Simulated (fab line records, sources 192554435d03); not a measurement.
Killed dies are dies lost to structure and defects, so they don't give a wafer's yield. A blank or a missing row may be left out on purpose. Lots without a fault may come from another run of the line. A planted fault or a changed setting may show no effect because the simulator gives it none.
fab line records | flow n5_finfet
record lots=5 wafers=15 last_day=15
route steps=1938 shown START@1 ZERO_LAYER@2 WELL_APT@20
lots that met no fault: from a run of the same line without faults
start_h: hours from the record's first day to the start of the lot's first wafer shown | wait_h: hours since the lot's step before | " the same as in the row above | L1.1+2: a row that stands for several wafers | - no value, or no start given | * or withheld: withheld | < > ~ a bound
route shown NAME@n: a module of which the file shows steps, and the number in the route of the first | usual: mean/standard deviation of fault-free wafers | same: alike in all rows | chamber/n: place in a boat | sites: the reading at each site | _std_site: their standard deviation | _edge_site: outer sites' mean less inner sites' | radius_mm: how far each site lies from the wafer's centre | mask NAME#n: copy n | behind: the tool/chamber that last shaped the wafer | hold: why the lot was held/for how many hours/how that ended | device: the transistor (n, p or np) that didn't switch | end of line: the same wafers' tests at the end of the route | a step without rows: its recipe alone | killed: dies lost to structure and defects at the first sort, not the wafer's yield | map: a wafer's dies, x killed, . not, _ none there
set.NAME: the setting as run; set.NAME@STEP: as run at that earlier step | model.NAME: the simulator's own value behind a step, which no gauge read
lots at some steps of the route; a table a step, a row a wafer
services: from which hour (start_h, from the record's first day; less than 0 if before it) a tool's chamber was out of use, for how many hours, and why
## steps
# step N5_START_INSPECT_01
# recipe inspect_instrument=unpatterned_scan mode=incoming
# usual raw_defect_count=6.5/2.3
# columns lot.wafer tool chamber start_h wait_h raw_defect_count
L080.2 defect_inspect-01 - 48.03 - 8
L080.3 " - " " 5
L080.5 " - " " 8
L082.1 defect_inspect-01 - 60.03 - 2
L082.4 " - " " 8
L082.5 " - " " 9
L084.1 defect_inspect-01 - 72.03 - 9
L084.2 " - " " 9
L084.3 " - " " 4
L085.1 defect_inspect-01 - 78.03 - 7
L085.3 " - " " 7
L085.6 " - " " 8
L090.1 defect_inspect-01 - 108.03 - 7
L090.2 " - " " 3
L090.5 " - " " 5
# step N5_ZERO_LAYER_PRECLEAN_00
# recipe chemistry=SPM time_s=600 temp_c=120 mix=4:1
# columns lot.wafer tool chamber start_h wait_h
L080.2+3+5 wet_bench-04 3,1,4 48.07 0.0
L082.1+4+5 wet_bench-03 3,4,1 60.07 0.0
L084.1+2+3 wet_bench-04 0,4,6 72.07 0.0
L085.1+3+6 wet_bench-04 2,4,6 78.07 0.0
L090.1+2+5 wet_bench-06 0,1,7 108.07 0.0
# step N5_ZERO_LAYER_SRD_01
# recipe time_s=30 temp_c=23 rinse_liquid=diw dry=n2_spin spin_rpm=1500 dry_time_s=30
# same dry_time_s=30
# columns lot.wafer tool chamber start_h wait_h
L080.2+3+5 wet_bench-04 3,1,4 48.23 0.0
L082.1+4+5 wet_bench-03 3,4,1 60.25 0.0
L084.1+2+3 wet_bench-04 0,4,6 72.23 0.0
L085.1+3+6 wet_bench-04 2,4,6 78.23 0.0
L090.1+2+5 wet_bench-06 0,1,7 108.23 0.0
# step N5_ZERO_LAYER_PECVD_02
# recipe material=SiO2 target_thk_a=100 temp_c=400 precursor=SiH4/N2O pressure_torr=0.75 rf_w=275 time_s=6
# usual heater_power_w=731/59 showerhead_plenum_p_Torr=8.16/0.09
# columns lot.wafer tool chamber start_h wait_h heater_power_w showerhead_plenum_p_Torr
L080.2 pecvd-04 0 48.28 0.0 740 8.23
L080.3 " 0 " " 741 8.22
L080.5 " 1 " " 777 8.10
L082.1 pecvd-04 0 60.30 0.0 673 8.24
L082.4 " 0 " " 699 8.23
L082.5 " 1 " " 814 8.09
L084.1 pecvd-04 1 72.28 0.0 873 8.06
L084.2 " 0 " " 713 8.25
L084.3 " 2 " " 704 8.16
L085.1 pecvd-01 1 78.28 0.0 797 8.19
L085.3 " 0 " " 711 8.24
L085.6 " 2 " " 697 8.14
L090.1 pecvd-04 1 108.28 0.0 731 8.05
L090.2 " 0 " " 705 8.22
L090.5 " 0 " " 695 8.23
# step N5_ZERO_LAYER_HMDS_04
# recipe time_s=60 temp_c=120
# columns lot.wafer tool chamber start_h wait_h
L080.2+3+5 litho_track-01 0 48.38 0.1
L082.1+4+5 litho_track-04 0 60.37 0.1
L084.1+2+3 litho_track-05 0 72.36 0.1
L085.1+3+6 litho_track-05 0 78.36 0.1
L090.1+2+5 litho_track-04 0 108.36 0.1
# step N5_ZERO_LAYER_COAT_05
# recipe spin_rpm=1500 resist_thk_nm=1000
# columns lot.wafer tool chamber start_h wait_h
L080.2+3+5 litho_track-01 0 - -
L082.1+4+5 litho_track-04 0 - -
L084.1+2+3 litho_track-05 0 - -
L085.1+3+6 litho_track-05 0 - -
L090.1+2+5 litho_track-04 0 - -
# step N5_ZERO_LAYER_EBR_07
# recipe solvent=PGMEA ebr_width_mm=1.5
# columns lot.wafer tool chamber start_h wait_h
L080.2+3+5 litho_track-01 0 - -
L082.1+4+5 litho_track-04 0 - -
L084.1+2+3 litho_track-05 0 - -
L085.1+3+6 litho_track-05 0 - -
L090.1+2+5 litho_track-04 0 - -
# step N5_ZERO_LAYER_SOFTBAKE_06
# recipe temp_c=100 time_s=90
# columns lot.wafer tool chamber start_h wait_h
L080.2+3+5 litho_track-01 0 - -
L082.1+4+5 litho_track-04 0 - -
L084.1+2+3 litho_track-05 0 - -
L085.1+3+6 litho_track-05 0 - -
L090.1+2+5 litho_track-04 0 - -
# step N5_ZERO_LAYER_EXPOSE_08
# recipe mask_id=ZERO na=0.55 source_shape=conventional sigma_outer=0.8 polarization=unpolarized defocus_nm=0 target_cd_nm=2000 dose_mj=16.2
# usual focus_offset_nm=0.1/0.55 stage_vel_mm_s=500.00/0.29
# columns lot.wafer tool chamber start_h wait_h mask focus_offset_nm stage_vel_mm_s
L080.2 krf_scanner-02 0 48.49 - ZERO#0 1.0 500.33
L080.3 " 0 " " ZERO#0 0.1 500.12
L080.5 " 0 " " ZERO#0 0.2 500.17
L082.1 krf_scanner-02 0 60.61 - ZERO#0 0.6 499.54
L082.4 " 0 " " ZERO#0 -0.3 499.82
L082.5 " 0 " " ZERO#0 0.6 499.48
L084.1 krf_scanner-01 0 72.46 - ZERO#0 -0.2 499.52
L084.2 " 0 " " ZERO#0 -0.8 499.34
L084.3 " 0 " " ZERO#0 -0.9 499.79
L085.1 krf_scanner-02 0 78.59 - ZERO#0 0.4 499.92
L085.3 " 0 " " ZERO#0 0.9 499.69
L085.6 " 0 " " ZERO#0 -0.3 499.93
L090.1 krf_scanner-01 0 108.59 - ZERO#0 -0.3 499.75
L090.2 " 0 " " ZERO#0 -0.8 500.01
L090.5 " 0 " " ZERO#0 0.1 499.71
# step N5_ZERO_LAYER_PEB_09
# recipe peb_temp_c=withheld peb_time_s=*
# columns lot.wafer tool chamber start_h wait_h
L080.2+3+5 litho_track-05 0 48.55 0.0
L082.1+4+5 litho_track-01 0 60.66 0.1
L084.1+2+3 litho_track-05 0 72.52 0.1
L085.1+3+6 litho_track-05 0 78.65 0.1
L090.1+2+5 litho_track-04 0 108.65 0.1
# step N5_ZERO_LAYER_DEVELOP_10
# recipe develop_time_s=60 rinse_liquid=diw dry=air_spin dev_temp_c=21
# columns lot.wafer tool chamber start_h wait_h
L080.2+3+5 litho_track-05 0 - -
L082.1+4+5 litho_track-01 0 - -
L084.1+2+3 litho_track-05 0 - -
L085.1+3+6 litho_track-05 0 - -
L090.1+2+5 litho_track-04 0 - -
# step N5_ZERO_LAYER_HARDBAKE_23
# recipe temp_c=130 time_s=120
# columns lot.wafer tool chamber start_h wait_h
L080.2+3+5 litho_track-05 0 - -
L082.1+4+5 litho_track-01 0 - -
L084.1+2+3 litho_track-05 0 - -
L085.1+3+6 litho_track-05 0 - -
L090.1+2+5 litho_track-04 0 - -
# step N5_ZERO_LAYER_CD_MEAS_11
# recipe target_cd_nm=2000 landing_energy_ev=500 detector=se_inlens
# usual cd_nm=1999.6/1.3
# columns lot.wafer tool chamber start_h wait_h cd_nm
L080.2 cd_sem-01 0 48.67 - 1998.9
L080.3 " 0 " " 1997.9
L080.5 " 0 " " 1997.0
L082.1 cd_sem-02 0 60.78 - 1999.9
L082.4 " 0 " " 2001.6
L082.5 " 0 " " 2001.3
L084.1 cd_sem-03 0 72.64 - 1999.2
L084.2 " 0 " " 1999.7
L084.3 " 0 " " 1997.5
L085.1 cd_sem-03 0 78.77 - 1998.4
L085.3 " 0 " " 1999.1
L085.6 " 0 " " 1997.5
L090.1 cd_sem-01 0 108.77 - 1997.3
L090.2 " 0 " " 2000.4
L090.5 " 0 " " 1999.7
# step N5_ZERO_LAYER_DESCUM_16
# recipe chemistry=O2 time_s=7.9 source_power_w=50 bias_power_w=20 pressure_mtorr=20 rf_frequency_hz=2.712e+07 temp_c=40 o2_flow_sccm=225
# usual chamber_pressure_mTorr=20.001/0.017 drypump_motor_current_A=5.7/0.49 oes_product_au=0.79/0.094 rf_vpp_V=243.1/1.2 showerhead_plenum_p_Torr=2.09/0.064 throttle_valve_pct=20.35/0.2
# columns lot.wafer tool chamber start_h wait_h chamber_pressure_mTorr drypump_motor_current_A oes_product_au rf_hours_counter_h rf_vpp_V showerhead_plenum_p_Torr throttle_valve_pct
L080.2 rie_diel-02 3 48.70 0.0 19.999 5.6 0.73 164 243.9 2.18 20.38
L080.3 " 0 " " 20.020 6.0 0.75 178 242.7 2.08 20.42
L080.5 " 1 " " 19.975 6.0 0.70 - 241.0 2.06 20.60
L082.1 rie_diel-06 2 60.82 0.0 20.009 5.6 0.72 184 242.0 2.08 20.16
L082.4 " 1 " " 19.989 6.6 0.93 18 245.8 2.22 20.33
L082.5 " 1 " " 19.995 6.6 0.94 - 244.4 2.22 20.34
L084.1 rie_diel-02 3 72.68 0.0 20.024 5.6 0.72 170 244.2 2.17 20.40
L084.2 " 1 " " 20.006 6.0 0.69 240 242.7 2.06 20.61
L084.3 " 0 " " 19.981 5.9 0.73 184 244.3 2.08 20.44
L085.1 rie_diel-06 2 78.80 0.0 19.985 5.6 0.71 190 242.7 2.08 20.16
L085.3 " 0 " " 20.031 5.8 0.66 245 243.0 2.07 20.60
L085.6 " 1 " " 20.000 6.6 0.92 - 243.9 2.22 20.35
L090.1 rie_diel-01 0 108.80 0.0 20.006 5.7 0.77 127 244.6 2.19 20.51
L090.2 " 1 " " 20.003 5.7 0.77 128 240.9 2.01 20.08
L090.5 " 2 " " 20.008 5.0 0.85 - 242.2 2.05 20.21
# step N5_ZERO_LAYER_ETCH_17
# recipe chemistry=CF4 target=SiO2 target_depth_a=120 time_s=13.3 ion_energy_ev=350 pressure_mtorr=40 source_w=450 bias_w=215 Ar_flow_sccm=100 cf4_flow_sccm=100
# usual chamber_pressure_mTorr=40.00/0.037 drypump_motor_current_A=5.7/0.49 oes_product_au=0.79/0.096 rf_vpp_V=948/4.2 showerhead_plenum_p_Torr=2.14/0.065 throttle_valve_pct=15.55/0.22
# columns lot.wafer tool chamber start_h wait_h chamber_pressure_mTorr drypump_motor_current_A oes_product_au rf_hours_counter_h rf_vpp_V showerhead_plenum_p_Torr throttle_valve_pct
L080.2 rie_diel-02 3 48.74 0.0 39.97 5.6 0.72 164 954 2.21 15.62
L080.3 " 0 " " 40.04 5.9 0.74 178 947 2.13 15.67
L080.5 " 1 " " 40.03 6.1 0.69 - 947 2.11 15.90
L082.1 rie_diel-06 2 60.86 0.0 40.00 5.7 0.71 184 948 2.12 15.42
L082.4 " 1 " " 39.98 6.6 0.93 18 956 2.27 15.49
L082.5 " 1 " " 40.02 6.6 0.92 - 955 2.27 15.50
L084.1 rie_diel-02 3 72.71 0.0 40.02 5.6 0.72 170 954 2.21 15.65
L084.2 " 1 " " 39.98 6.0 0.69 240 947 2.11 15.92
L084.3 " 0 " " 40.03 6.0 0.74 184 948 2.13 15.68
L085.1 rie_diel-06 2 78.84 0.0 39.99 5.6 0.73 190 950 2.12 15.43
L085.3 " 0 " " 40.09 5.8 0.67 245 946 2.11 15.80
L085.6 " 1 " " 40.01 6.6 0.92 - 957 2.26 15.50
L090.1 rie_diel-01 0 108.84 0.0 40.06 5.7 0.76 127 955 2.24 15.75
L090.2 " 1 " " 40.00 5.8 0.77 128 943 2.06 15.33
L090.5 " 2 " " 40.02 5.0 0.85 - 945 2.09 15.35
# step N5_ZERO_LAYER_ETCH_18
# recipe chemistry=HBr/Cl2 target=Si target_depth_a=1200 time_s=40 pressure_mtorr=10 icp_w=800 bias_w=75 HBr_flow_sccm=150 Cl2_flow_sccm=80
# usual chamber_pressure_mTorr=10.002/0.0098 drypump_motor_current_A=5.6/0.46 oes_product_au=0.996/0.017 throttle_valve_pct=36.42/0.3
# columns lot.wafer tool chamber start_h wait_h chamber_pressure_mTorr drypump_motor_current_A oes_product_au rf_hours_counter_h throttle_valve_pct
L080.2 rie_si-01 0 48.81 0.0 10.005 5.5 1.022 156 36.55
L080.3 " 2 " " 10.008 5.1 1.011 28 36.04
L080.5 " 2 " " 10.003 5.1 1.009 - 36.05
L082.1 rie_si-06 1 60.93 0.0 9.987 5.8 0.983 72 36.24
L082.4 " 3 " " 9.989 6.0 1.006 130 36.81
L082.5 " 1 " " 10.017 5.8 0.982 - 36.25
L084.1 rie_si-06 1 72.79 0.0 10.003 5.8 0.997 72 36.25
L084.2 " 3 " " 9.997 6.0 1.006 130 36.82
L084.3 " 0 " " 10.009 5.2 0.987 129 36.33
L085.1 rie_si-02 3 78.91 0.0 10.009 5.5 0.992 45 35.97
L085.3 " 1 " " 10.011 5.6 1.024 105 36.85
L085.6 " 1 " " 9.994 5.6 1.024 - 36.85
L090.1 rie_si-02 1 108.91 0.0 9.998 5.6 1.026 106 36.84
L090.2 " 3 " " 10.009 5.5 0.990 46 35.97
L090.5 " 3 " " 10.004 5.5 0.988 - 36.01
# step N5_ZERO_LAYER_STRIP_24
# recipe chemistry=O2 power_w=1000 temp_c=250 overash_fraction=0.3 pressure_mtorr=1000 o2_flow_sccm=6750
# usual chamber_pressure_mTorr=999.9/0.97 drypump_motor_current_A=5.65/0.22 heater_power_w=349/27 oes_product_au=0.647/0.0046 strip_time_to_endpoint_s=43.85/0.094
# columns lot.wafer tool chamber start_h wait_h chamber_pressure_mTorr drypump_motor_current_A heater_power_w oes_product_au rf_hours_counter_h strip_time_to_endpoint_s
L080.2 plasma_asher-01 0 48.92 0.1 1001.1 5.85 353 0.646 81 43.79
L080.3 " 0 " " 1000.6 5.85 352 0.648 - 43.92
L080.5 " 1 " " 1000.2 5.74 347 0.637 - 43.97
L082.1 plasma_asher-01 0 61.03 0.1 998.8 5.82 365 0.654 83 43.91
L082.4 " 0 " " 1000.6 5.81 356 0.651 - 44.07
L082.5 " 0 " " 1000.4 5.82 361 0.646 - 43.99
L084.1 plasma_asher-01 1 72.89 0.1 999.7 5.74 342 0.651 85 43.93
L084.2 " 0 " " 1000.6 5.82 358 0.651 85 43.95
L084.3 " 0 " " 999.0 5.82 355 0.640 - 43.88
L085.1 plasma_asher-01 0 79.02 0.1 1003.0 5.83 353 0.648 86 43.75
L085.3 " 1 " " 1000.1 5.73 343 0.645 - 43.83
L085.6 " 1 " " 1001.6 5.73 332 0.642 - 43.76
L090.1 plasma_asher-02 1 109.02 0.1 1000.2 5.69 307 0.646 41 43.83
L090.2 " 0 " " 1000.4 5.23 384 0.656 41 43.90
L090.5 " 0 " " 1000.9 5.23 382 0.661 - 43.81
# step N5_ZERO_LAYER_STRIP_19
# recipe chemistry=SPM time_s=900 temp_c=130 h2so4_h2o2_vol_ratio=4 dry=ipa_marangoni
# columns lot.wafer tool chamber start_h wait_h
L080.2+3+5 wet_bench-04 5,4,2 49.00 0.1
L082.1+4+5 wet_bench-03 1,3,2 61.12 0.1
L084.1+2+3 wet_bench-03 2,6,1 72.98 0.1
L085.1+3+6 wet_bench-04 3,7,4 79.10 0.1
L090.1+2+5 wet_bench-04 2,5,3 109.10 0.1
# step N5_ZERO_LAYER_INSPECT_20
# recipe inspect_instrument=darkfield mode=post_clean
# usual raw_defect_count=43/20
# columns lot.wafer tool chamber start_h wait_h raw_defect_count
L080.2 defect_inspect-02 - 49.28 0.0 34
L080.3 " - " " 34
L080.5 " - " " 76
L082.1 defect_inspect-02 - 61.39 0.0 47
L082.4 " - " " 35
L082.5 " - " " 39
L084.1 defect_inspect-01 - 73.25 0.0 34
L084.2 " - " " 58
L084.3 " - " " 44
L085.1 defect_inspect-02 - 79.38 0.0 52
L085.3 " - " " 36
L085.6 " - " " 14
L090.1 defect_inspect-01 - 109.38 0.0 96
L090.2 " - " " 49
L090.5 " - " " 49
# step N5_WELL_APT_HMDS_01
# recipe time_s=60 temp_c=120
# columns lot.wafer tool chamber start_h wait_h
L080.2+3+5 litho_track-03 0 49.31 0.0
L082.1+4+5 litho_track-03 0 61.43 0.0
L084.1+2+3 litho_track-02 0 73.29 0.0
L085.1+3+6 litho_track-04 0 79.41 0.0
L090.1+2+5 litho_track-04 0 109.41 0.0
# step N5_WELL_APT_COAT_02
# recipe spin_rpm=1357 resist_thk_nm=950
# columns lot.wafer tool chamber start_h wait_h
L080.2+3+5 litho_track-03 0 - -
L082.1+4+5 litho_track-03 0 - -
L084.1+2+3 litho_track-02 0 - -
L085.1+3+6 litho_track-04 0 - -
L090.1+2+5 litho_track-04 0 - -
# step N5_WELL_APT_EBR_04
# recipe solvent=PGMEA ebr_width_mm=1.5
# columns lot.wafer tool chamber start_h wait_h
L080.2+3+5 litho_track-03 0 - -
L082.1+4+5 litho_track-03 0 - -
L084.1+2+3 litho_track-02 0 - -
L085.1+3+6 litho_track-04 0 - -
L090.1+2+5 litho_track-04 0 - -
# step N5_WELL_APT_SOFTBAKE_03
# recipe temp_c=130 time_s=60
# columns lot.wafer tool chamber start_h wait_h
L080.2+3+5 litho_track-03 0 - -
L082.1+4+5 litho_track-03 0 - -
L084.1+2+3 litho_track-02 0 - -
L085.1+3+6 litho_track-04 0 - -
L090.1+2+5 litho_track-04 0 - -
# step N5_WELL_APT_EXPOSE_05
# recipe mask_id=NWELL na=0.8 source_shape=conventional sigma_outer=0.8 polarization=unpolarized defocus_nm=0 target_cd_nm=200 dose_mj=20.3
# usual focus_offset_nm=-0.1/0.48 stage_vel_mm_s=500.02/0.23
# columns lot.wafer tool chamber start_h wait_h mask focus_offset_nm stage_vel_mm_s
L080.2 krf_scanner-02 0 49.41 - NWELL#0 -0.5 499.93
L080.3 " 0 " " NWELL#0 0.2 500.32
L080.5 " 0 " " NWELL#0 0.2 500.08
L082.1 krf_scanner-02 0 61.65 - NWELL#0 -0.3 500.22
L082.4 " 0 " " NWELL#0 -0.4 500.03
L082.5 " 0 " " NWELL#0 0.5 500.22
L084.1 krf_scanner-02 0 73.51 - NWELL#0 0.2 499.84
L084.2 " 0 " " NWELL#0 -0.3 499.73
L084.3 " 0 " " NWELL#0 0.0 499.53
L085.1 krf_scanner-02 0 79.51 - NWELL#0 -0.9 499.87
L085.3 " 0 " " NWELL#0 -0.6 499.60
L085.6 " 0 " " NWELL#0 -0.7 499.62
L090.1 krf_scanner-02 0 109.51 - NWELL#0 -0.3 499.97
L090.2 " 0 " " NWELL#0 -0.6 500.04
L090.5 " 0 " " NWELL#0 0.0 499.95
# step N5_WELL_APT_PEB_06
# recipe peb_temp_c=130 peb_time_s=90
# columns lot.wafer tool chamber start_h wait_h
L080.2+3+5 litho_track-03 0 49.47 0.0
L082.1+4+5 litho_track-02 0 61.71 0.1
L084.1+2+3 litho_track-04 0 73.57 0.1
L085.1+3+6 litho_track-03 0 79.57 0.1
L090.1+2+5 litho_track-03 0 109.57 0.1
# step N5_WELL_APT_DEVELOP_07
# recipe develop_time_s=45 rinse_liquid=surfactant_rinse dry=air_spin dev_temp_c=21
# columns lot.wafer tool chamber start_h wait_h
L080.2+3+5 litho_track-03 0 - -
L082.1+4+5 litho_track-02 0 - -
L084.1+2+3 litho_track-04 0 - -
L085.1+3+6 litho_track-03 0 - -
L090.1+2+5 litho_track-03 0 - -
# step N5_WELL_APT_HARDBAKE_12
# recipe temp_c=130 time_s=120
# columns lot.wafer tool chamber start_h wait_h
L080.2+3+5 litho_track-03 0 - -
L082.1+4+5 litho_track-02 0 - -
L084.1+2+3 litho_track-04 0 - -
L085.1+3+6 litho_track-03 0 - -
L090.1+2+5 litho_track-03 0 - -
# step N5_WELL_APT_CD_MEAS_08
# recipe target_cd_nm=200 landing_energy_ev=500 detector=se_inlens
# usual cd_nm=200.0/1.3
# columns lot.wafer tool chamber start_h wait_h cd_nm
L080.2 cd_sem-01 0 49.58 - 198.9
L080.3 " 0 " " 198.4
L080.5 " 0 " " 198.5
L082.1 cd_sem-02 0 61.82 - 201.5
L082.4 " 0 " " 200.4
L082.5 " 0 " " 198.9
L084.1 cd_sem-03 0 73.68 - 199.7
L084.2 " 0 " " 200.8
L084.3 " 0 " " 199.6
L085.1 cd_sem-01 0 79.68 - 201.6
L085.3 " 0 " " 199.9
L085.6 " 0 " " 202.2
L090.1 cd_sem-01 0 109.68 - 197.9
L090.2 " 0 " " 198.4
L090.5 " 0 " " 200.7
# step N5_WELL_APT_OVL_MEAS_09
# recipe points_per_wafer=44
# usual NWELL_OVL=-1/5
# columns lot.wafer tool chamber start_h wait_h NWELL_OVL[nm]
L080.2 overlay-02 0 49.61 0.0 2
L080.3 " 0 " " 11
L080.5 " 0 " " 5
L082.1 overlay-02 0 61.85 0.0 -4
L082.4 " 0 " " -3
L082.5 " 0 " " 1
L084.1 overlay-01 0 73.71 0.0 -12
L084.2 " 0 " " -4
L084.3 " 0 " " -10
L085.1 overlay-01 0 79.71 0.0 -8
L085.3 " 0 " " -4
L085.6 " 0 " " -10
L090.1 overlay-01 0 109.71 0.0 -5
L090.2 " 0 " " 2
L090.5 " 0 " " -9
# step N5_WELL_APT_INSPECT_10
# recipe mode=adi inspect_instrument=macro
# usual raw_defect_count=2.0/1.5
# columns lot.wafer tool chamber start_h wait_h raw_defect_count
L080.2 defect_inspect-02 - 49.64 0.0 2
L080.3 " - " " 4
L080.5 " - " " 2
L082.1 defect_inspect-01 - 61.88 0.0 4
L082.4 " - " " 2
L082.5 " - " " 3
L084.1 defect_inspect-01 - 73.74 0.0 1
L084.2 " - " " 3
L084.3 " - " " 0
L085.1 defect_inspect-01 - 79.73 0.0 1
L085.3 " - " " 3
L085.6 " - " " 1
L090.1 defect_inspect-02 - 109.73 0.0 3
L090.2 " - " " 5
L090.5 " - " " 0
# step N5_WELL_APT_DESCUM_13
# recipe chemistry=O2 time_s=7.9 source_power_w=50 bias_power_w=20 pressure_mtorr=20 rf_frequency_hz=2.712e+07 temp_c=40 o2_flow_sccm=225
# usual chamber_pressure_mTorr=20.002/0.017 drypump_motor_current_A=5.8/0.33 oes_product_au=0.79/0.095 rf_vpp_V=243.6/1.3 showerhead_plenum_p_Torr=2.12/0.074 throttle_valve_pct=20.44/0.25
# columns lot.wafer tool chamber start_h wait_h chamber_pressure_mTorr drypump_motor_current_A oes_product_au rf_hours_counter_h rf_vpp_V showerhead_plenum_p_Torr throttle_valve_pct
L080.2 rie_diel-05 1 49.67 0.0 20.014 5.5 0.74 138 243.9 2.19 20.45
L080.3 " 2 " " 19.994 5.5 0.97 4 244.1 2.14 20.27
L080.5 " 2 " " 19.991 5.5 0.97 - 244.8 2.14 20.28
L082.1 rie_diel-04 0 61.91 0.0 19.991 6.3 0.74 184 243.0 2.18 20.52
L082.4 " 1 " " 19.967 6.5 0.71 202 246.6 2.17 20.66
L082.5 " 2 " " 19.997 6.1 0.78 - 243.3 2.09 20.68
L084.1 rie_diel-03 2 73.90 0.2 19.994 5.7 0.96 13 244.2 2.24 20.06
L084.2 " 1 " " 20.019 5.4 0.76 129 240.7 2.01 19.95
L084.3 " 0 " " 20.022 5.6 0.70 202 244.6 2.17 20.69
L085.1 rie_diel-03 3 79.77 0.0 20.011 5.5 0.75 155 243.0 2.10 20.76
L085.3 " 0 " " 20.026 5.7 0.69 204 244.7 2.17 20.69
L085.6 " 2 " " 19.977 5.8 0.95 - 244.6 2.23 20.08
L090.1 rie_diel-03 1 109.77 0.0 20.009 5.4 0.77 142 243.2 2.01 19.97
L090.2 " 2 " " 19.989 5.7 0.93 25 245.6 2.23 20.10
L090.5 " 1 " " 20.005 5.4 0.76 - 241.3 2.01 19.99
# step N5_WELL_APT_IMPLANT_14
# recipe species=P energy_kev=160 dose_cm2=1.5e+13 tilt_deg=0 rotation_deg=0
# columns lot.wafer tool chamber start_h wait_h
L080.2+3+5 implanter-01 0 49.80 0.1
L082.1+4+5 implanter-02 0 62.01 0.1
L084.1+2+3 implanter-01 0 74.00 0.1
L085.1+3+6 implanter-02 0 79.87 0.1
L090.1+2+5 implanter-02 0 109.90 0.1
# step N5_WELL_APT_IMPLANT_15
# recipe species=As energy_kev=25 dose_cm2=1.5e+13 tilt_deg=0 rotation_deg=0
# columns lot.wafer tool chamber start_h wait_h
L080.2+3+5 implanter-01 0 49.98 0.1
L082.1+4+5 implanter-02 0 62.19 0.1
L084.1+2+3 implanter-01 0 74.18 0.1
L085.1+3+6 implanter-02 0 80.05 0.1
L090.1+2+5 implanter-02 0 110.08 0.1
# step N5_WELL_APT_STRIP_16
# recipe chemistry=SPM time_s=900 temp_c=130 h2so4_h2o2_vol_ratio=4 dry=ipa_marangoni
# columns lot.wafer tool chamber start_h wait_h
L080.2+3+5 wet_bench-01 0,5,4 50.16 0.1
L082.1+4+5 wet_bench-01 5,0,3 62.40 0.2
L084.1+2+3 wet_bench-01 6,4,7 74.40 0.2
L085.1+3+6 wet_bench-05 3,6,4 80.25 0.2
L090.1+2+5 wet_bench-05 5,6,3 110.29 0.2
# step N5_WELL_APT_HMDS_18
# recipe time_s=60 temp_c=120
# columns lot.wafer tool chamber start_h wait_h
L080.2+3+5 litho_track-04 0 50.45 0.0
L082.1+4+5 litho_track-02 0 62.69 0.0
L084.1+2+3 litho_track-02 0 74.70 0.0
L085.1+3+6 litho_track-02 0 80.53 0.0
L090.1+2+5 litho_track-03 0 110.58 0.0
# step N5_WELL_APT_COAT_19
# recipe spin_rpm=1357 resist_thk_nm=950
# columns lot.wafer tool chamber start_h wait_h
L080.2+3+5 litho_track-04 0 - -
L082.1+4+5 litho_track-02 0 - -
L084.1+2+3 litho_track-02 0 - -
L085.1+3+6 litho_track-02 0 - -
L090.1+2+5 litho_track-03 0 - -
# step N5_WELL_APT_EBR_21
# recipe solvent=PGMEA ebr_width_mm=1.5
# columns lot.wafer tool chamber start_h wait_h
L080.2+3+5 litho_track-04 0 - -
L082.1+4+5 litho_track-02 0 - -
L084.1+2+3 litho_track-02 0 - -
L085.1+3+6 litho_track-02 0 - -
L090.1+2+5 litho_track-03 0 - -
# step N5_WELL_APT_SOFTBAKE_20
# recipe temp_c=130 time_s=60
# columns lot.wafer tool chamber start_h wait_h
L080.2+3+5 litho_track-04 0 - -
L082.1+4+5 litho_track-02 0 - -
L084.1+2+3 litho_track-02 0 - -
L085.1+3+6 litho_track-02 0 - -
L090.1+2+5 litho_track-03 0 - -
# step N5_WELL_APT_EXPOSE_22
# recipe mask_id=PWELL na=0.8 source_shape=conventional sigma_outer=0.8 polarization=unpolarized defocus_nm=0 target_cd_nm=200 dose_mj=23.2
# usual focus_offset_nm=-0.1/0.54 stage_vel_mm_s=499.96/0.21
# columns lot.wafer tool chamber start_h wait_h mask focus_offset_nm stage_vel_mm_s
L080.2 krf_scanner-01 0 50.56 - PWELL#0 -0.1 499.80
L080.3 " 0 " " PWELL#0 -0.7 499.86
L080.5 " 0 " " PWELL#0 -0.2 500.38
L082.1 krf_scanner-01 0 62.79 - PWELL#0 -0.6 499.96
L082.4 " 0 " " PWELL#0 0.2 499.98
L082.5 " 0 " " PWELL#0 0.6 499.73
L084.1 krf_scanner-01 0 74.93 - PWELL#0 0.1 500.35
L084.2 " 0 " " PWELL#0 0.1 500.20
L084.3 " 0 " " PWELL#0 -0.3 500.13
L085.1 krf_scanner-01 0 80.63 - PWELL#0 -0.9 499.74
L085.3 " 0 " " PWELL#0 -0.9 499.76
L085.6 " 0 " " PWELL#0 0.0 500.15
L090.1 krf_scanner-02 0 110.68 - PWELL#0 -0.1 499.88
L090.2 " 0 " " PWELL#0 0.0 499.88
L090.5 " 0 " " PWELL#0 0.2 499.99
# step N5_WELL_APT_PEB_23
# recipe peb_temp_c=130 peb_time_s=90
# columns lot.wafer tool chamber start_h wait_h
L080.2+3+5 litho_track-02 0 50.61 0.0
L082.1+4+5 litho_track-04 0 62.85 0.1
L084.1+2+3 litho_track-02 0 74.98 0.1
L085.1+3+6 litho_track-03 0 80.68 0.1
L090.1+2+5 litho_track-04 0 110.74 0.1
# step N5_WELL_APT_DEVELOP_24
# recipe develop_time_s=45 rinse_liquid=surfactant_rinse dry=air_spin dev_temp_c=21
# columns lot.wafer tool chamber start_h wait_h
L080.2+3+5 litho_track-02 0 - -
L082.1+4+5 litho_track-04 0 - -
L084.1+2+3 litho_track-02 0 - -
L085.1+3+6 litho_track-03 0 - -
L090.1+2+5 litho_track-04 0 - -
# step N5_WELL_APT_HARDBAKE_29
# recipe temp_c=130 time_s=120
# columns lot.wafer tool chamber start_h wait_h
L080.2+3+5 litho_track-02 0 - -
L082.1+4+5 litho_track-04 0 - -
L084.1+2+3 litho_track-02 0 - -
L085.1+3+6 litho_track-03 0 - -
L090.1+2+5 litho_track-04 0 - -
## services
# columns tool chamber start_h hours kind
rie_diel-05 2 27.22 - clean
implanter-01 - 31.77 17.7 repair
rie_si-01 - 36.94 1.2 repair
rie_diel-01 - 40.32 0.4 repair
krf_scanner-01 - 41.80 1.0 pm
krf_scanner-01 0 44.92 - calibration
wet_bench-05 - 47.45 4.0 repair
rie_diel-05 3 55.27 10.0 repair
implanter-01 - 60.17 4.3 repair
krf_scanner-02 - 64.26 1.0 pm
rie_diel-04 2 65.79 6.7 repair
krf_scanner-02 - 67.57 1.3 pm
implanter-01 - 75.08 5.7 repair
pecvd-04 2 76.71 5.5 scheduled_down
plasma_asher-02 - 85.11 14.6 pm
rie_diel-01 3 89.53 8.7 repair
rie_diel-03 3 95.34 22.6 repair
pecvd-04 2 100.59 2.1 scheduled_down
krf_scanner-01 - 100.74 1.3 pm
rie_diel-01 3 103.31 18.9 repair
rie_diel-03 0 103.91 18.7 repair
rie_si-02 1 105.25 3.5 repair
rie_diel-02 2 105.26 7.6 repair
plasma_asher-02 - 105.73 2.8 pm
## key
fault none
